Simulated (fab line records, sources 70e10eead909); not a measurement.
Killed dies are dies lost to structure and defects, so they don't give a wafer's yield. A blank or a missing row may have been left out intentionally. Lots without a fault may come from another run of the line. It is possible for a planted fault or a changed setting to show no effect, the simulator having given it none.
Which tool is to blame? || flow nand_harc || 24 lots, 72 wafers sampled, at 5 steps of a route of 1159

WHAT EACH GAUGE READ, for each wafer
NHARC_P_M2_THK_MEAS_24: measures by xrf.
{"lot": "L075", "measured": "day 6 11:55", "on": "film_metro-01", "thk_nm (nm)": "145.5 145.4 146.8"}
{"lot": "L074", "measured": "day 6 12:40", "on": "film_metro-02", "thk_nm (nm)": "144.2 141.9 145.6"}
{"lot": "L076", "measured": "day 7 00:39", "on": "film_metro-01", "thk_nm (nm)": "142.9 145.0 143.6"}
{"lot": "L077", "measured": "day 7 01:08", "on": "film_metro-01", "thk_nm (nm)": "141.9 143.2 143.6"}
{"lot": "L078", "measured": "day 7 03:40", "on": "film_metro-02", "thk_nm (nm)": "143.4 143.8 145.4"}
{"lot": "L079", "measured": "day 7 11:10", "on": "film_metro-02", "thk_nm (nm)": "143.8 146.6 144.4"}
{"lot": "L080", "measured": "day 7 23:51", "on": "film_metro-01", "thk_nm (nm)": "141.7 141.7 144.1"}
{"lot": "L081", "measured": "day 8 00:43", "on": "film_metro-01", "thk_nm (nm)": "141.6 143.8 142.8"}
{"lot": "L082", "measured": "day 8 09:05", "on": "film_metro-02", "thk_nm (nm)": "142.2 143.7 144.1"}
{"lot": "L083", "measured": "day 8 11:38", "on": "film_metro-01", "thk_nm (nm)": "146.5 143.6 145.5"}
{"lot": "L084", "measured": "day 8 12:46", "on": "film_metro-02", "thk_nm (nm)": "147.1 141.1 143.9"}
{"lot": "L087", "measured": "day 9 13:01", "on": "film_metro-01", "thk_nm (nm)": "144.6 146.4 144.2"}
{"lot": "L085", "measured": "day 9 13:33", "on": "film_metro-01", "thk_nm (nm)": "146.0 146.1 144.7"}
{"lot": "L086", "measured": "day 9 14:09", "on": "film_metro-01", "thk_nm (nm)": "144.9 142.2 147.5"}
{"lot": "L089", "measured": "day 9 23:33", "on": "film_metro-02", "thk_nm (nm)": "146.7 146.9 146.8"}
{"lot": "L088", "measured": "day 10 00:37", "on": "film_metro-02", "thk_nm (nm)": "145.3 143.6 142.4"}
{"lot": "L090", "measured": "day 10 08:07", "on": "film_metro-01", "thk_nm (nm)": "143.4 145.3 145.7"}
{"lot": "L091", "measured": "day 10 12:08", "on": "film_metro-02", "thk_nm (nm)": "143.6 144.9 144.6"}
{"lot": "L092", "measured": "day 10 19:12", "on": "film_metro-02", "thk_nm (nm)": "145.0 145.6 143.8"}
{"lot": "L093", "measured": "day 11 04:10", "on": "film_metro-01", "thk_nm (nm)": "146.2 144.1 144.5"}
{"lot": "L094", "measured": "day 11 09:42", "on": "film_metro-01", "thk_nm (nm)": "145.5 146.3 147.6"}
{"lot": "L095", "measured": "day 11 16:08", "on": "film_metro-02", "thk_nm (nm)": "142.4 143.3 144.5"}
{"lot": "L096", "measured": "day 11 17:26", "on": "film_metro-01", "thk_nm (nm)": "145.6 146.1 145.4"}
{"lot": "L097", "measured": "day 12 02:06", "on": "film_metro-02", "thk_nm (nm)": "144.3 144.1 146.2"}

NHARC_A_ONON_D1_THK_MEAS_14: measures by ellipsometry.
{"lot": "L075", "measured": "day 7 19:50", "on": "film_metro-01", "thk_nm (nm)": "1001 1003 1000"}
{"lot": "L074", "measured": "day 7 20:03", "on": "film_metro-01", "thk_nm (nm)": "990 992 992"}
{"lot": "L076", "measured": "day 8 08:28", "on": "film_metro-01", "thk_nm (nm)": "997 997 997"}
{"lot": "L077", "measured": "day 8 08:28", "on": "film_metro-02", "thk_nm (nm)": "1000 1000 1001"}
{"lot": "L078", "measured": "day 8 08:29", "on": "film_metro-02", "thk_nm (nm)": "998 1000 999"}
{"lot": "L079", "measured": "day 8 18:16", "on": "film_metro-02", "thk_nm (nm)": "1002 1001 1001"}
{"lot": "L080", "measured": "day 9 09:38", "on": "film_metro-02", "thk_nm (nm)": "1012 1013 1013"}
{"lot": "L081", "measured": "day 9 09:34", "on": "film_metro-01", "thk_nm (nm)": "996 994 995"}
{"lot": "L082", "measured": "day 9 15:49", "on": "film_metro-01", "thk_nm (nm)": "994 995 993"}
{"lot": "L083", "measured": "day 9 15:44", "on": "film_metro-01", "thk_nm (nm)": "1007 1006 1007"}
{"lot": "L084", "measured": "day 9 21:50", "on": "film_metro-02", "thk_nm (nm)": "1000 1001 1001"}
{"lot": "L087", "measured": "day 10 20:47", "on": "film_metro-01", "thk_nm (nm)": "1025 1023 1024"}
{"lot": "L085", "measured": "day 10 20:49", "on": "film_metro-02", "thk_nm (nm)": "1011 1011 1011"}
{"lot": "L086", "measured": "day 10 20:49", "on": "film_metro-01", "thk_nm (nm)": "993 996 996"}
{"lot": "L089", "measured": "day 11 10:05", "on": "film_metro-01", "thk_nm (nm)": "993 995 995"}
{"lot": "L088", "measured": "day 11 10:04", "on": "film_metro-02", "thk_nm (nm)": "997 997 997"}
{"lot": "L090", "measured": "day 11 17:36", "on": "film_metro-02", "thk_nm (nm)": "995 998 995"}
{"lot": "L091", "measured": "day 11 17:25", "on": "film_metro-02", "thk_nm (nm)": "987 989 988"}
{"lot": "L092", "measured": "day 12 02:53", "on": "film_metro-02", "thk_nm (nm)": "993 995 994"}
{"lot": "L093", "measured": "day 12 12:20", "on": "film_metro-01", "thk_nm (nm)": "1014 1014 1012"}
{"lot": "L094", "measured": "day 12 16:55", "on": "film_metro-02", "thk_nm (nm)": "1012 1012 1012"}
{"lot": "L095", "measured": "day 12 22:33", "on": "film_metro-02", "thk_nm (nm)": "1007 1005 1008"}
{"lot": "L096", "measured": "day 12 22:25", "on": "film_metro-01", "thk_nm (nm)": "1001 1003 1003"}
{"lot": "L097", "measured": "day 13 10:59", "on": "film_metro-02", "thk_nm (nm)": "986 988 986"}

NHARC_A_ONON_D1_THK_MEAS_21: measures by ellipsometry.
{"lot": "L075", "measured": "day 8 03:21", "on": "film_metro-02", "thk_nm (nm)": "984 984 985"}
{"lot": "L074", "measured": "day 8 03:22", "on": "film_metro-02", "thk_nm (nm)": "991 991 991"}
{"lot": "L076", "measured": "day 8 16:13", "on": "film_metro-02", "thk_nm (nm)": "1024 1024 1023"}
{"lot": "L077", "measured": "day 8 16:12", "on": "film_metro-02", "thk_nm (nm)": "1004 1003 1002"}
{"lot": "L078", "measured": "day 8 16:19", "on": "film_metro-02", "thk_nm (nm)": "1019 1019 1018"}
{"lot": "L079", "measured": "day 9 01:58", "on": "film_metro-01", "thk_nm (nm)": "1011 1011 1009"}
{"lot": "L080", "measured": "day 9 17:14", "on": "film_metro-01", "thk_nm (nm)": "985 985 987"}
{"lot": "L081", "measured": "day 9 17:14", "on": "film_metro-02", "thk_nm (nm)": "1010 1009 1009"}
{"lot": "L082", "measured": "day 10 03:18", "on": "film_metro-02", "thk_nm (nm)": "991 991 990"}
{"lot": "L083", "measured": "day 10 03:18", "on": "film_metro-01", "thk_nm (nm)": "1020 1021 1019"}
{"lot": "L084", "measured": "day 10 03:19", "on": "film_metro-01", "thk_nm (nm)": "1002 1001 1002"}
{"lot": "L087", "measured": "day 11 04:25", "on": "film_metro-01", "thk_nm (nm)": "989 989 990"}
{"lot": "L085", "measured": "day 11 04:32", "on": "film_metro-02", "thk_nm (nm)": "1021 1020 1019"}
{"lot": "L086", "measured": "day 11 04:47", "on": "film_metro-01", "thk_nm (nm)": "995 995 994"}
{"lot": "L089", "measured": "day 11 17:49", "on": "film_metro-02", "thk_nm (nm)": "1010 1009 1011"}
{"lot": "L088", "measured": "day 11 17:50", "on": "film_metro-01", "thk_nm (nm)": "1000 999 1001"}
{"lot": "L090", "measured": "day 12 01:03", "on": "film_metro-01", "thk_nm (nm)": "1004 1005 1004"}
{"lot": "L091", "measured": "day 12 01:03", "on": "film_metro-02", "thk_nm (nm)": "1017 1016 1016"}
{"lot": "L092", "measured": "day 12 12:16", "on": "film_metro-01", "thk_nm (nm)": "1004 1004 1005"}
{"lot": "L093", "measured": "day 12 22:11", "on": "film_metro-01", "thk_nm (nm)": "987 988 985"}
{"lot": "L094", "measured": "day 12 22:12", "on": "film_metro-01", "thk_nm (nm)": "1004 1003 1004"}
{"lot": "L095", "measured": "day 13 07:03", "on": "film_metro-02", "thk_nm (nm)": "984 985 983"}
{"lot": "L096", "measured": "day 13 07:03", "on": "film_metro-02", "thk_nm (nm)": "990 991 990"}
{"lot": "L097", "measured": "day 13 18:34", "on": "film_metro-02", "thk_nm (nm)": "1001 1001 1001"}

NHARC_A_CHANNEL_HOLE_D1_CD_MEAS_30.
{"lot": "L075", "measured": "day 8 17:29", "on": "cd_sem-02", "cd_nm (nm)": "90.9 91.3 92.8"}
{"lot": "L074", "measured": "day 8 21:38", "on": "cd_sem-03", "cd_nm (nm)": "89.6 90.5 90.4"}
{"lot": "L076", "measured": "day 9 05:16", "on": "cd_sem-03", "cd_nm (nm)": "90.3 90.2 89.3"}
{"lot": "L077", "measured": "day 9 05:17", "on": "cd_sem-01", "cd_nm (nm)": "89.5 89.4 89.6"}
{"lot": "L078", "measured": "day 9 09:18", "on": "cd_sem-01", "cd_nm (nm)": "89.9 90.0 91.1"}
{"lot": "L079", "measured": "day 9 13:50", "on": "cd_sem-03", "cd_nm (nm)": "89.8 89.6 89.5"}
{"lot": "L080", "measured": "day 10 05:35", "on": "cd_sem-02", "cd_nm (nm)": "89.9 91.1 90.5"}
{"lot": "L081", "measured": "day 10 05:50", "on": "cd_sem-02", "cd_nm (nm)": "89.7 90.5 90.7"}
{"lot": "L082", "measured": "day 10 15:23", "on": "cd_sem-03", "cd_nm (nm)": "90.4 90.7 90.1"}
{"lot": "L083", "measured": "day 10 15:31", "on": "cd_sem-02", "cd_nm (nm)": "88.2 91.1 88.5"}
{"lot": "L084", "measured": "day 10 19:35", "on": "cd_sem-01", "cd_nm (nm)": "90.4 89.4 89.8"}
{"lot": "L087", "measured": "day 11 16:49", "on": "cd_sem-01", "cd_nm (nm)": "89.9 90.9 89.8"}
{"lot": "L085", "measured": "day 11 16:58", "on": "cd_sem-03", "cd_nm (nm)": "90.9 89.8 90.4"}
{"lot": "L086", "measured": "day 11 20:56", "on": "cd_sem-03", "cd_nm (nm)": "88.0 89.8 88.5"}
{"lot": "L089", "measured": "day 12 06:47", "on": "cd_sem-03", "cd_nm (nm)": "88.3 89.2 88.6"}
{"lot": "L088", "measured": "day 12 07:54", "on": "cd_sem-01", "cd_nm (nm)": "91.1 90.3 91.7"}
{"lot": "L090", "measured": "day 12 13:10", "on": "cd_sem-03", "cd_nm (nm)": "89.8 90.2 90.1"}
{"lot": "L091", "measured": "day 12 12:51", "on": "cd_sem-02", "cd_nm (nm)": "91.6 88.9 88.5"}
{"lot": "L092", "measured": "day 13 00:04", "on": "cd_sem-01", "cd_nm (nm)": "90.0 89.5 90.4"}
{"lot": "L093", "measured": "day 13 11:43", "on": "cd_sem-03", "cd_nm (nm)": "91.1 90.4 88.9"}
{"lot": "L094", "measured": "day 13 15:23", "on": "cd_sem-02", "cd_nm (nm)": "89.2 91.7 88.9"}
{"lot": "L095", "measured": "day 13 21:23", "on": "cd_sem-02", "cd_nm (nm)": "91.8 91.1 91.0"}
{"lot": "L096", "measured": "day 13 19:39", "on": "cd_sem-02", "cd_nm (nm)": "91.4 89.6 90.7"}
{"lot": "L097", "measured": "day 14 07:14", "on": "cd_sem-02", "cd_nm (nm)": "89.5 90.4 90.0"}

WHAT TOOL EACH LOT RAN ON (gives the tool, then ch and the chambers of the sampled wafers, and finally the start)
{"lot": "L075", "NHARC_P_BONDPAD_CMP_32": "cmp-04 ch 2,3, day 6 13:14"}
{"lot": "L074", "NHARC_P_BONDPAD_CMP_32": "cmp-03 ch 0,1, day 6 13:46"}
{"lot": "L076", "NHARC_P_BONDPAD_CMP_32": "cmp-03 ch 0,2, day 7 01:50"}
{"lot": "L077", "NHARC_P_BONDPAD_CMP_32": "cmp-04 ch 2,3, day 7 02:15"}
{"lot": "L078", "NHARC_P_BONDPAD_CMP_32": "cmp-03 ch 1,2,3, day 7 04:51"}
{"lot": "L079", "NHARC_P_BONDPAD_CMP_32": "cmp-04 ch 0,1,2, day 7 12:20"}
{"lot": "L080", "NHARC_P_BONDPAD_CMP_32": "cmp-03 ch 0,1,2, day 8 01:00"}
{"lot": "L081", "NHARC_P_BONDPAD_CMP_32": "cmp-02 ch 0,3, day 8 01:50"}
{"lot": "L082", "NHARC_P_BONDPAD_CMP_32": "cmp-02 ch 0,1, day 8 10:14"}
{"lot": "L083", "NHARC_P_BONDPAD_CMP_32": "cmp-04 ch 1,2, day 8 12:46"}
{"lot": "L084", "NHARC_P_BONDPAD_CMP_32": "cmp-02 ch 0,1, day 8 13:53"}
{"lot": "L087", "NHARC_P_BONDPAD_CMP_32": "cmp-02 ch 0,1,3, day 9 14:20"}
{"lot": "L085", "NHARC_P_BONDPAD_CMP_32": "cmp-02 ch 0,1,2, day 9 15:32"}
{"lot": "L086", "NHARC_P_BONDPAD_CMP_32": "cmp-02 ch 0,1,3, day 9 15:19"}
{"lot": "L089", "NHARC_P_BONDPAD_CMP_32": "cmp-03 ch 1,3, day 10 00:48"}
{"lot": "L088", "NHARC_P_BONDPAD_CMP_32": "cmp-03 ch 0,2,3, day 10 01:44"}
{"lot": "L090", "NHARC_P_BONDPAD_CMP_32": "cmp-02 ch 0,1,2, day 10 09:24"}
{"lot": "L091", "NHARC_P_BONDPAD_CMP_32": "cmp-04 ch 1,2,3, day 10 13:35"}
{"lot": "L092", "NHARC_P_BONDPAD_CMP_32": "cmp-03 ch 0,1,2, day 10 20:38"}
{"lot": "L093", "NHARC_P_BONDPAD_CMP_32": "cmp-03 ch 0,2, day 11 05:43"}
{"lot": "L094", "NHARC_P_BONDPAD_CMP_32": "cmp-02 ch 1,2, day 11 10:56"}
{"lot": "L095", "NHARC_P_BONDPAD_CMP_32": "cmp-04 ch 0,1,2, day 11 17:15"}
{"lot": "L096", "NHARC_P_BONDPAD_CMP_32": "cmp-02 ch 0,2,3, day 11 18:35"}
{"lot": "L097", "NHARC_P_BONDPAD_CMP_32": "cmp-02 ch 1,3, day 12 03:18"}
- NHARC_P_BONDPAD_CMP_32: polishes SiCN, target thk 200 nm.

AS READ BY THE TOOLS THEMSELVES (means over the sampled wafers that have a number; for cases with no such wafer, the mark the record gives instead)
NHARC_P_BONDPAD_CMP_32.
{"lot": "L075", "tool": "cmp-04", "motor_current_A (A)": 11.8}
{"lot": "L074", "tool": "cmp-03", "motor_current_A (A)": 12.2}
{"lot": "L076", "tool": "cmp-03", "motor_current_A (A)": 10.6}
{"lot": "L077", "tool": "cmp-04", "motor_current_A (A)": 11.8}
{"lot": "L078", "tool": "cmp-03", "motor_current_A (A)": 13.3}
{"lot": "L079", "tool": "cmp-04", "motor_current_A (A)": 12.0}
{"lot": "L080", "tool": "cmp-03", "motor_current_A (A)": 12.0}
{"lot": "L081", "tool": "cmp-02", "motor_current_A (A)": 13.5}
{"lot": "L082", "tool": "cmp-02", "motor_current_A (A)": 12.4}
{"lot": "L083", "tool": "cmp-04", "motor_current_A (A)": 11.3}
{"lot": "L084", "tool": "cmp-02", "motor_current_A (A)": 12.7}
{"lot": "L087", "tool": "cmp-02", "motor_current_A (A)": 13.4}
{"lot": "L085", "tool": "cmp-02", "motor_current_A (A)": 11.3}
{"lot": "L086", "tool": "cmp-02", "motor_current_A (A)": 12.7}
{"lot": "L089", "tool": "cmp-03", "motor_current_A (A)": 13.4}
{"lot": "L088", "tool": "cmp-03", "motor_current_A (A)": 11.3}
{"lot": "L090", "tool": "cmp-02", "motor_current_A (A)": 11.8}
{"lot": "L091", "tool": "cmp-04", "motor_current_A (A)": 12.1}
{"lot": "L092", "tool": "cmp-03", "motor_current_A (A)": 12.6}
{"lot": "L093", "tool": "cmp-03", "motor_current_A (A)": 12.0}
{"lot": "L094", "tool": "cmp-02", "motor_current_A (A)": 11.2}
{"lot": "L095", "tool": "cmp-04", "motor_current_A (A)": 11.8}
{"lot": "L096", "tool": "cmp-02", "motor_current_A (A)": 12.6}
{"lot": "L097", "tool": "cmp-02", "motor_current_A (A)": 13.5}

THE ANSWER, worked out from the rows above alone
Rule: the lots themselves supply what counts as usual. The widest of any qualifying gaps counts: lots, ordered by their means at a reading, are off when they make up no more than a third of the lots, leave a main group of 4 or more, and stand apart from it by 3 or more times the standard deviation of that group's means. Not used: any main group whose means are identical at the precision the tables above print for the reading. A lot without any number at a reading at which 4 lots or more have one is off too. The other lots that the step has rows for count as sound. The gauges are gone through in route order, then the tools' own readings, and for those a lot's mean is taken as printed above. At the first step where some lot is off, the reading lying furthest off is the one used; lots without a number count as furthest.
Across all readings shown, no lot is off: no conclusion can be drawn from this.

WHAT HAD BEEN PUT IN BY THE SIMULATOR
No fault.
